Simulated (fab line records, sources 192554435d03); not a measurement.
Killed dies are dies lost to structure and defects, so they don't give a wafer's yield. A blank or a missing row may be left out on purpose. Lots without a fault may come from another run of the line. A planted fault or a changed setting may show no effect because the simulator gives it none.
fab line records | flow n5_finfet
record lots=4 wafers=12 last_day=18
route steps=1938 shown BEOL_M4@1037 PASSIVATION@1936
lots that met no fault: from a run of the same line without faults
start_h: hours from the record's first day to the start of the lot's first wafer shown | wait_h: hours since the lot's step before | " the same as in the row above | L1.1+2: a row that stands for several wafers | - no value, or no start given | * or withheld: withheld | < > ~ a bound
route shown NAME@n: a module of which the file shows steps, and the number in the route of the first | usual: mean/standard deviation of fault-free wafers | same: alike in all rows | chamber/n: place in a boat | sites: the reading at each site | _std_site: their standard deviation | _edge_site: outer sites' mean less inner sites' | radius_mm: how far each site lies from the wafer's centre | mask NAME#n: copy n | behind: the tool/chamber that last shaped the wafer | hold: why the lot was held/for how many hours/how that ended | device: the transistor (n, p or np) that didn't switch | end of line: the same wafers' tests at the end of the route | a step without rows: its recipe alone | killed: dies lost to structure and defects at the first sort, not the wafer's yield | map: a wafer's dies, x killed, . not, _ none there
set.NAME: the setting as run; set.NAME@STEP: as run at that earlier step | model.NAME: the simulator's own value behind a step, which no gauge read
lots at some steps of the route; a table a step, a row a wafer
services: from which hour (start_h, from the record's first day; less than 0 if before it) a tool's chamber was out of use, for how many hours, and why
## steps
# step N5_BEOL_M4_DESCUM_16
# recipe chemistry=O2 time_s=7 source_power_w=50 bias_power_w=20 pressure_mtorr=20 rf_frequency_hz=2.712e+07 temp_c=40 resist=CAR-EUV o2_flow_sccm=225
# step N5_BEOL_M4_ETCH_74
# recipe chemistry=N2/H2 target=underlayer target_depth_a=65 mask_material=CAR-EUV time_s=5.2 ion_energy_ev=200 pressure_mtorr=30 source_w=840 bias_w=150 n2_flow_sccm=200 h2_flow_sccm=200 ends=cleared
# step N5_BEOL_M4_ETCH_63
# recipe chemistry=CF4 target=SiARC target_depth_a=156 mask_material=CAR-EUV time_s=26 ion_energy_ev=80 pressure_mtorr=40 source_w=545 bias_w=36 Ar_flow_sccm=100 cf4_flow_sccm=100 ends=cleared
# step N5_BEOL_M4_ETCH_64
# recipe chemistry=N2/H2 target=SOC target_depth_a=750 overetch_a=225 mask_material=SiARC temp_c=40 time_s=121.9 ion_energy_ev=200 pressure_mtorr=30 source_w=840 bias_w=150 n2_flow_sccm=200 h2_flow_sccm=200
# step N5_BEOL_M4_STRIP_65
# recipe chemistry=N2/H2 temp_c=40 n2_flow_sccm=200 h2_flow_sccm=200 rf_frequency_hz=6e+07
# step N5_BEOL_M4_STRIP_75
# recipe chemistry=N2/H2 temp_c=40 n2_flow_sccm=200 h2_flow_sccm=200 rf_frequency_hz=6e+07
# step N5_BEOL_M4_STRIP_66
# recipe chemistry=CF4 resist=SiARC power_w=300 bias_power_w=75 pressure_mtorr=50 cf4_flow_sccm=150 rf_frequency_hz=6e+07
# step N5_BEOL_M4_HM_OPEN_17
# recipe chemistry=Cl2/BCl3 target_depth_a=200 overetch_a=60 target=TiN mask_material=SOC ion_energy_ev=150 pressure_mtorr=10 icp_w=1000 bias_w=126 Cl2_flow_sccm=53.25 bcl3_flow_sccm=21.75 Ar_flow_sccm=25
# step N5_BEOL_M4_STRIP_19
# recipe chemistry=O2 power_w=400 temp_c=40 pressure_mtorr=30 rf_frequency_hz=6e+07 bias_power_w=0 overash_fraction=0.2 o2_flow_sccm=225
# step N5_BEOL_M4_COAT_67
# recipe resist=SOC temp_c=250 time_s=60 spin_rpm=1500 resist_thk_nm=60
# step N5_BEOL_M4_COAT_68
# recipe resist=SiARC temp_c=220 time_s=60 spin_rpm=1500 resist_thk_nm=12
# step N5_BEOL_M4_COAT_76
# recipe resist=underlayer temp_c=205 time_s=60 spin_rpm=1500 resist_thk_nm=5
# usual chill_plate_temp_C=23.01/0.11 heater_power_total_W=391.8/1.3 spin_speed_rpm=1499.8/0.94
# same time_s=60
# columns lot.wafer tool chamber start_h wait_h chill_plate_temp_C heater_power_total_W spin_speed_rpm
L548.1 litho_track-05 0 200.23 - 22.93 392.4 1642.5
L548.2 " 0 " " 23.10 391.3 1643.2
L548.5 " 0 " " 23.08 391.4 1642.0
L549.1 litho_track-05 0 205.62 - 23.12 393.1 1642.3
L549.4 " 0 " " 23.15 391.5 1639.6
L549.5 " 0 " " 23.23 392.6 1640.8
L558.2 litho_track-04 0 251.16 - 22.94 393.6 1500.2
L558.4 " 0 " " 22.84 392.5 1500.4
L558.6 " 0 " " 23.01 393.5 1499.8
L568.3 litho_track-05 0 306.91 - 23.02 390.4 1500.0
L568.4 " 0 " " 23.04 390.8 1500.6
L568.6 " 0 " " 23.08 393.8 1499.4
# step N5_BEOL_M4_COAT_22
# recipe resist=CAR-EUV spin_rpm=1500 resist_thk_nm=30
# step N5_BEOL_M4_EBR_24
# recipe solvent=PGMEA ebr_width_mm=1.5
# step N5_BEOL_M4_SOFTBAKE_23
# recipe temp_c=110 time_s=60 resist=CAR-EUV
# step N5_BEOL_M4_EXPOSE_25
# recipe mask_id=V3 na=0.33 source_shape=quasar sigma_inner=0.2 sigma_outer=0.8 polarization=unpolarized defocus_nm=5 dose_mj=63
# step N5_BEOL_M4_PEB_26
# recipe peb_temp_c=100 peb_time_s=60 resist=CAR-EUV
# step N5_BEOL_M4_DEVELOP_27
# recipe develop_time_s=30 developer=TMAH resist=CAR-EUV rinse_liquid=surfactant_rinse dry=air_spin dev_temp_c=23
# step N5_BEOL_M4_DESCUM_33
# recipe chemistry=O2 time_s=7 source_power_w=50 bias_power_w=20 pressure_mtorr=20 rf_frequency_hz=2.712e+07 temp_c=40 resist=CAR-EUV o2_flow_sccm=225
# step N5_BEOL_M4_ETCH_77
# recipe chemistry=N2/H2 target=underlayer target_depth_a=65 mask_material=CAR-EUV time_s=5.2 ion_energy_ev=200 pressure_mtorr=30 source_w=840 bias_w=150 n2_flow_sccm=200 h2_flow_sccm=200 ends=cleared
# usual drypump_motor_current_A=5.8/0.44 etch_rf_on_time_s=5.26/0.15 oes_product_au=0.65/0.071 rf_vpp_V=523.8/2.6 showerhead_plenum_p_Torr=2.55/0.076 throttle_valve_pct=18.0/0.3
# columns lot.wafer tool chamber start_h wait_h drypump_motor_current_A etch_rf_on_time_s oes_product_au rf_hours_counter_h rf_vpp_V showerhead_plenum_p_Torr throttle_valve_pct model.CAR-EUV_of_BEOL_M4_COAT_22.thk_nm model.etch.depth_nm
L548.1 rie_diel-05 0 200.79 0.0 6.4 5.26 0.63 171 518.9 2.45 18.0 20.6 4.768
L548.2 " 1 " " 4.8 5.11 0.58 214 527.4 2.62 18.3 20.6 4.77
L548.5 " 3 " " 5.6 5.13 0.58 - 524.7 2.61 17.8 20.6 4.775
L549.1 rie_diel-02 3 206.18 0.0 5.9 4.87 0.77 38 521.4 2.50 18.0 20.6 4.794
L549.4 " 0 " " 5.3 4.85 0.62 - 524.0 2.53 18.4 20.6 4.774
L549.5 " 3 " " 5.9 4.84 0.77 - 522.3 2.50 18.0 20.6 4.766
L558.2 rie_diel-01 1 252.28 0.0 6.5 5.07 0.75 24 525.2 2.62 17.5 20.2 5.026
L558.4 " 0 " " 6.3 5.11 0.81 13 529.9 2.72 17.9 20.2 5.02
L558.6 " 0 " " 6.3 5.09 0.81 - 528.2 2.72 17.9 20.2 5.017
L568.3 rie_diel-01 2 307.37 0.0 5.7 5.16 0.62 229 524.5 2.62 18.4 20.2 4.96
L568.4 " 1 " " 6.6 5.09 0.73 41 525.9 2.62 17.5 20 4.988
L568.6 " 2 " " 5.7 5.15 0.62 - 526.5 2.62 18.4 20.4 4.976
# step N5_BEOL_M4_ETCH_69
# recipe chemistry=CF4 target=SiARC target_depth_a=156 mask_material=CAR-EUV time_s=26 ion_energy_ev=80 pressure_mtorr=40 source_w=545 bias_w=36 Ar_flow_sccm=100 cf4_flow_sccm=100 ends=cleared
# usual drypump_motor_current_A=5.8/0.44 etch_rf_on_time_s=26.3/0.85 oes_product_au=0.65/0.074 rf_vpp_V=184.1/1.2 showerhead_plenum_p_Torr=2.14/0.066 throttle_valve_pct=15.72/0.29
# columns lot.wafer tool chamber start_h wait_h drypump_motor_current_A etch_rf_on_time_s oes_product_au rf_hours_counter_h rf_vpp_V showerhead_plenum_p_Torr throttle_valve_pct model.CAR-EUV_of_BEOL_M4_COAT_22.thk_nm
L548.1 rie_diel-05 0 200.81 0.0 6.4 27.5 0.63 171 183.3 2.08 15.84 11.4
L548.2 " 1 " " 4.8 27.2 0.57 214 182.5 2.20 15.99 11.4
L548.5 " 3 " " 5.6 26.8 0.58 - 187.0 2.21 15.69 11.4
L549.1 rie_diel-02 3 206.20 0.0 5.9 25.5 0.77 38 183.4 2.10 15.60 11.4
L549.4 " 0 " " 5.3 25.5 0.62 - 185.5 2.13 15.99 11.4
L549.5 " 3 " " 5.9 25.4 0.77 - 182.8 2.10 15.60 11.4
L558.2 rie_diel-01 1 252.30 0.0 6.6 25.4 0.76 24 185.2 2.17 15.01 11
L558.4 " 0 " " 6.3 25.1 0.83 13 186.9 2.28 15.66 11
L558.6 " 0 " " 6.3 25.1 0.83 - 185.0 2.28 15.64 11
L568.3 rie_diel-01 2 307.39 0.0 5.7 25.7 0.61 229 186.5 2.19 16.08 11.2
L568.4 " 1 " " 6.6 25.3 0.74 41 185.2 2.17 15.04 11
L568.6 " 2 " " 5.7 26.0 0.62 - 184.8 2.19 16.06 11.2
# step N5_BEOL_M4_ALD_98
# recipe material=SiO2 target_thk_a=25 temp_c=100 ald_precursor_family=BDEAS ald_co_reactant=O2-plasma pulse_time_s=1 co_reactant_pulse_time_s=1 purge_time_s=2 co_reactant_purge_time_s=2 ald_cycles=17 pressure_torr=2
# step N5_BEOL_M4_RC_MEAS_101
# usual DIBL_N=36.0/2.5 DIBL_P=36.2/3 IOFF_N=0.16/0.044 IOFF_P=0.21/0.049 ION_N=671/15 ION_P=461/8.7 SS_N=71.5/0.72 SS_P=73.4/0.9 VT_N=251/4.4 VT_P=-250/4
# columns lot.wafer tool chamber start_h wait_h DIBL_N[mV/V] DIBL_P[mV/V] IOFF_N[nA/um] IOFF_P[nA/um] ION_N[uA/um] ION_P[uA/um] SS_N[mV/dec] SS_P[mV/dec] VT_N[mV] VT_P[mV]
L548.1 prober-02 0 206.65 0.0 36.0 38.5 0.17 0.23 659 456 71.8 74.9 248 -248
L548.2 " 0 " " 34.5 36.1 0.15 0.20 676 468 71.1 73.7 247 -249
L548.5 " 0 " " 33.9 35.1 0.13 0.18 656 451 71.0 73.2 251 -252
L549.1 prober-01 0 215.44 0.0 33.3 33.9 0.12 0.17 677 464 71.2 73.7 252 -253
L549.4 " 0 " " 38.9 40.1 0.21 0.24 690 456 72.6 74.3 247 -249
L549.5 " 0 " " 34.6 34.6 0.14 0.17 673 459 71.7 72.8 252 -255
L558.2 prober-01 0 258.56 0.2 31.9 32.2 0.09 0.15 640 450 70.3 72.3 257 -252
L558.4 " 0 " " 33.8 33.6 0.12 0.17 651 452 71.5 72.2 254 -249
L558.6 " 0 " " 33.8 34.5 0.12 0.19 663 460 71.3 73.1 255 -251
L568.3 prober-02 0 319.01 0.3 30.4 29.3 0.07 0.10 638 438 70.0 71.8 261 -263
L568.4 " 0 " " 35.3 35.9 0.12 0.18 662 456 71.2 73.4 256 -255
L568.6 " 0 " " 33.7 33.6 0.11 0.14 660 453 71.0 73.0 256 -258
# step N5_PASSIVATION_PROBE_49
# usual defect_limited_yield=91.7/1.4 killed_at_M0_to_M3=31/11 killed_at_M4_up=13/4.6 killed_at_contacts=13/6.7 killed_at_front_end=39/9.6 killed_at_other=3.5/2.8 killed_dies=98/16 killed_on_rim=13/4.2 killed_open=64/11 killed_short=33/8.5 sort_bin_5_function=4.9/0.96 sort_bin_6_memory=3.1/0.59 sort_bin_8_speed=0.2/1.3 sort_n_pass=1080/23 sort_yield_pct=91.5/1.9
# same gross_dies=1180 killed_at_back_side=0 sort_bin_4_leakage[%]=0
# columns lot.wafer tool chamber start_h wait_h defect_limited_yield[%] killed_at_M0_to_M3 killed_at_M4_up killed_at_contacts killed_at_front_end killed_at_other killed_dies killed_on_rim killed_open killed_short sort_bin_5_function[%] sort_bin_6_memory[%] sort_bin_8_speed[%] sort_n_pass sort_yield_pct[%]
L548.1 prober-01 - 310.50 0.0 91.0 29 17 17 42 1 106 15 79 27 5.3 3.3 0 1074 91.0
L548.2 prober-01 - 310.55 0.1 92.5 23 6 13 43 3 88 10 54 34 4.7 2.5 0 1092 92.5
L548.5 prober-01 - 310.70 0.2 91.3 26 13 17 47 0 103 12 67 36 5.8 2.4 0 1077 91.3
L549.1 prober-01 - 319.15 0.0 90.8 36 11 10 44 8 109 15 73 36 5.3 3.5 0 1071 90.8
L549.4 prober-01 - 319.30 0.2 91.4 30 7 15 44 5 101 12 65 36 5.3 3.2 0 1079 91.4
L549.5 prober-01 - 319.35 0.2 93.1 22 8 11 33 8 82 13 59 23 3.6 3.1 0 1098 93.1
L558.2 prober-01 - 351.84 0.1 90.0 39 13 15 48 3 118 17 73 45 6.0 3.9 0 1062 90.0
L558.4 prober-01 - 351.94 0.2 90.3 40 9 15 46 5 115 20 83 31 6.6 2.7 0 1065 90.3
L558.6 prober-01 - 352.04 0.3 90.2 35 7 17 52 5 116 8 74 42 6.1 3.4 0 1064 90.2
L568.3 prober-01 - 422.98 0.1 92.2 24 6 9 39 14 92 12 61 31 5.2 2.6 0.2 1086 92.0
L568.4 prober-01 - 423.03 0.2 92.0 25 12 16 39 2 94 3 62 32 5.1 2.4 0 1086 92.0
L568.6 prober-01 - 423.13 0.3 90.2 16 17 15 63 5 116 19 73 34 5.3 3.3 0 1064 90.2
# killed by level:class
L548.1 FIN_SAQP:geometric_particle:open=15 MOL_CONTACT_COAG:geometric_particle:open=13 FIN_SAQP:geometric_particle:short=11 BEOL_M4:geometric_particle:open=11 STI_FIN_REVEAL:geometric_particle:open=7 BEOL_M1:geometric_particle:open=7 BEOL_M3:geometric_particle:open=6 BEOL_M0_SAQP:geometric_particle:open=5
L548.2 FIN_SAQP:geometric_particle:short=11 STI_FIN_REVEAL:geometric_particle:open=10 BEOL_M3:geometric_particle:open=9 MOL_CONTACT_COAG:geometric_particle:short=7 MOL_CONTACT_COAG:geometric_particle:open=6 BEOL_M2:geometric_particle:open=6 BEOL_M0_SAQP:geometric_particle:open=4 FIN_SAQP:geometric_particle:open=3
L548.5 STI_FIN_REVEAL:geometric_particle:open=15 MOL_CONTACT_COAG:geometric_particle:open=14 FIN_SAQP:geometric_particle:short=9 BEOL_M0_SAQP:geometric_particle:open=8 BEOL_M0_SAQP:geometric_particle:short=8 BEOL_M4:geometric_particle:open=7 GATE_CUT:geometric_particle:short=6 BEOL_M2:geometric_particle:open=3
L549.1 BEOL_M1:geometric_particle:open=12 GATE_CUT:geometric_particle:short=9 BEOL_M0:geometric_particle:open=9 FIN_SAQP:geometric_particle:short=7 STI_FIN_REVEAL:geometric_particle:open=7 MOL_CONTACT_COAG:geometric_particle:open=7 GATE_CUT:geometric_particle:open=5 BEOL_M1:geometric_particle:short=5
L549.4 MOL_CONTACT_COAG:geometric_particle:open=13 GATE_CUT:geometric_particle:short=8 STI_FIN_REVEAL:geometric_particle:open=7 DUMMY_GATE:geometric_particle:open=6 BEOL_M3:geometric_particle:open=6 GATE_CUT:geometric_particle:open=5 BEOL_M0:geometric_particle:open=5 BEOL_M1:geometric_particle:short=5
L549.5 MOL_CONTACT_COAG:geometric_particle:open=9 BEOL_M0:geometric_particle:open=5 STI_FIN_REVEAL:geometric_particle:open=5 DUMMY_GATE:geometric_particle:open=5 BEOL_M3:geometric_particle:short=5 BEOL_M4:geometric_particle:open=5 FIN_SAQP:geometric_particle:open=4 GATE_CUT:geometric_particle:open=4
L558.2 BEOL_M0_SAQP:geometric_particle:short=11 MOL_CONTACT_COAG:geometric_particle:open=11 BEOL_M3:geometric_particle:open=8 DUMMY_GATE:geometric_particle:open=7 BEOL_M1:geometric_particle:open=7 FIN_SAQP:geometric_particle:open=6 BEOL_M0_SAQP:geometric_particle:open=6 FIN_SAQP:geometric_particle:short=5
L558.4 BEOL_M3:geometric_particle:open=13 MOL_CONTACT_COAG:geometric_particle:open=12 STI_FIN_REVEAL:geometric_particle:open=10 BEOL_M0_SAQP:geometric_particle:open=9 BEOL_M2:geometric_particle:open=9 FIN_SAQP:geometric_particle:short=6 BEOL_M0_SAQP:geometric_particle:short=6 FIN_SAQP:geometric_particle:open=5
L558.6 BEOL_M3:geometric_particle:open=13 STI_FIN_REVEAL:geometric_particle:open=12 MOL_CONTACT_COAG:geometric_particle:open=12 DUMMY_GATE:geometric_particle:open=9 BEOL_M0_SAQP:geometric_particle:short=8 GATE_CUT:geometric_particle:short=8 BEOL_M0_SAQP:geometric_particle:open=6 MOL_CONTACT_COAG:geometric_particle:short=5
L568.3 STI_FIN_REVEAL:geometric_particle:open=10 PASS1_CAP:geometric_particle:short=10 FIN_SAQP:geometric_particle:open=9 FIN_SAQP:geometric_particle:short=9 MOL_CONTACT_COAG:geometric_particle:open=8 BEOL_M0_SAQP:geometric_particle:open=6 BEOL_M1:geometric_particle:open=6 BEOL_M3:geometric_particle:open=5
L568.4 STI_FIN_REVEAL:geometric_particle:open=15 MOL_CONTACT_COAG:geometric_particle:open=10 FIN_SAQP:geometric_particle:open=6 MOL_CONTACT_COAG:geometric_particle:short=6 BEOL_M3:geometric_particle:open=6 BEOL_M0_SAQP:geometric_particle:open=5 FIN_SAQP:geometric_particle:short=4 STI_FIN_REVEAL:geometric_particle:short=4
L568.6 STI_FIN_REVEAL:geometric_particle:open=14 FIN_SAQP:geometric_particle:short=12 MOL_CONTACT_COAG:geometric_particle:open=10 BEOL_M5:geometric_particle:open=10 FIN_SAQP:geometric_particle:open=9 HKMG_FIN:area_etch=9 MOL_CONTACT_COAG:geometric_particle:short=5 ILD0:geometric_particle:open=4
## services
# columns tool chamber start_h hours kind
rie_diel-01 1 177.02 - clean
rie_diel-01 1 177.02 - consumable_replace:esc
rie_diel-01 1 177.02 - consumable_replace:focus_ring
rie_diel-01 1 177.02 20.8 scheduled_down
rie_diel-01 1 177.02 20.8 vent_cycle
rie_diel-02 - 195.71 3.6 repair
rie_diel-01 0 199.26 - clean
rie_diel-01 0 199.26 - consumable_replace:focus_ring
rie_diel-01 0 199.26 - consumable_replace:showerhead
rie_diel-01 0 199.26 18.1 scheduled_down
rie_diel-01 0 199.26 18.1 vent_cycle
rie_diel-05 0 203.48 8.1 repair
rie_diel-02 2 205.00 27.5 repair
rie_diel-02 0 226.35 10.5 repair
rie_diel-02 3 241.86 46.0 repair
rie_diel-05 3 243.39 - clean
rie_diel-05 3 243.39 - consumable_replace:focus_ring
rie_diel-05 3 243.39 13.8 scheduled_down
rie_diel-05 3 243.39 13.8 vent_cycle
rie_diel-05 - 266.00 4.0 pm
rie_diel-05 1 297.00 - clean
rie_diel-05 1 297.00 - consumable_replace:focus_ring
rie_diel-05 1 297.00 35.3 scheduled_down
rie_diel-05 1 297.00 35.3 vent_cycle
## key
first_sign step=N5_BEOL_M4_COAT_76 reading=spin_speed_rpm direction=up sigmas=99+ usual=* struck=*
effect none on later readings
model_effect step=N5_BEOL_M4_ETCH_77 value=CAR-EUV_of_BEOL_M4_COAT_22.thk_nm without=20.33 struck=20.6
model_effect step=N5_BEOL_M4_ETCH_69 value=CAR-EUV_of_BEOL_M4_COAT_22.thk_nm without=11.13 struck=11.4
met_at N5_BEOL_M4_COAT_76
struck_wafers L548.1,L548.2,L548.5,L549.1,L549.4,L549.5
fault kind=process_parameter_drift tool=litho_track-05 chamber=- onset_h=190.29 steps=N5_BEOL_M4_COAT_76 channel=spin_rpm offset=* shape=step end_h=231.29 acts_in=* stated=*
